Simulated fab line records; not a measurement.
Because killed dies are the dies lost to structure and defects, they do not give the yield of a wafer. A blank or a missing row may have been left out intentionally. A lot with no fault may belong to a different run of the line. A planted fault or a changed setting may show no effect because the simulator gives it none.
The tool behind it: which one? ; flow nand-harc ; 6 lots, 18 wafers sampled, at 1 step of a route of 1159

WHAT THE GAUGES READ, wafer by wafer
NHARC_A_SLIT_OVL_MEAS_10.
lot;measured;on;overlay-x-nm (nm)
L160;day 14 17:34;overlay-01;0.3 0.4 0.6
L158;day 14 19:14;overlay-02;-0.1 -0.3 -0.6
L162;day 15 09:42;overlay-02;-1.1 -0.3 -0.9
L173;day 18 03:08;overlay-02;-0.7 -1.3 -1.5
L176;day 19 09:07;overlay-01;-1.7 -1.5 -1.2
L177;day 19 10:03;overlay-02;-1.4 -0.9 -0.9

WHAT TOOL EACH LOT RAN ON (gives the tool, then ch and the chambers of the sampled wafers, and finally the start)
There is no process step in the record ahead of these readings.

THE ANSWER, worked out from the rows above alone
Rule: the usual values come from the lots themselves. Put in order of their means at a reading, lots are off if they are a third of the lots or fewer, leave a main group of 4 or more, and stand apart from it by a gap of 3 or more times the standard deviation of the main group's means; of several such gaps the widest counts. The tables above print the reading to a certain number of digits; a main group whose means all agree to those digits is not used. A lot without any number at a reading at which 4 lots or more have one is off too. All remaining lots with rows at the step are treated as sound.
No lot is off at any reading shown: from this, nothing can be told.

WHAT THE SIMULATOR HAD INSERTED
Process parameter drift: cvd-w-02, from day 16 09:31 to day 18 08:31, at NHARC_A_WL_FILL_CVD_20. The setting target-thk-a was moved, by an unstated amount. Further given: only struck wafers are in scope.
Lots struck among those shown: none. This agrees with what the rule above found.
